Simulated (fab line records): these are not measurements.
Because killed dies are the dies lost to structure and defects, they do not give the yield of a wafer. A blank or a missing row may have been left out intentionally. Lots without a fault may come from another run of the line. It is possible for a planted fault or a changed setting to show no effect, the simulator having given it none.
Matching of chambers -- flow nand harc -- NHARC_A_CHANNEL_HOLE_D1_ETCH_38 on rie diel-03: 4 sister chambers
The step etches the open film in CF4, target depth 39 nm, time 65 s. 4 wafers are shown with their chamber, then 12 later ones without.

## WAFERS, EACH WITH ITS CHAMBER
wafer,chamber,drypump motor current A (A)
L089.2,3,6.5
L090.5,2,5.5
L091.4,0,5.4
L091.5,1,5.4

## WAFERS WHOSE CHAMBER IS MISSING
wafer,drypump motor current A (A)
L092.3,6.4
L092.4,5.4
L092.5,6.4
L093.1,5.5
L093.5,5.4
L093.6,5.5
L095.1,6.4
L095.4,5.4
L095.5,5.5
L096.2,5.5
L096.4,5.4
L096.5,5.5

## EACH ONE'S CHAMBER
wafer,from the rows above,in truth
L092.3,3,3
L092.4,can't be placed: 0 or 1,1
L092.5,3,3
L093.1,2,2
L093.5,can't be placed: 0 or 1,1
L093.6,2,2
L095.1,3,3
L095.4,can't be placed: 0 or 1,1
L095.5,2,2
L096.2,2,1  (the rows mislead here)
L096.4,can't be placed: 0 or 1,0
L096.5,2,2
Correctly placed: 7 of 12. Cannot be placed on the basis of these rows: 4; the candidates contain the true chamber in 4. Number placed wrongly: 1.
How it was worked out, from the rows above alone: a wafer's distance from a chamber is the root of the sum, over the readings, of the square of ((its reading less the chamber's mean) divided by the reading's scatter). If the next closest chamber is less than 2 further off than the closest, the wafer can't be placed; otherwise it belongs to the closest. Each chamber's mean is taken over the wafers shown for it. The scatter: root of mean squared gap, hidden wafer to nearest shown wafer, with one shown wafer a chamber.
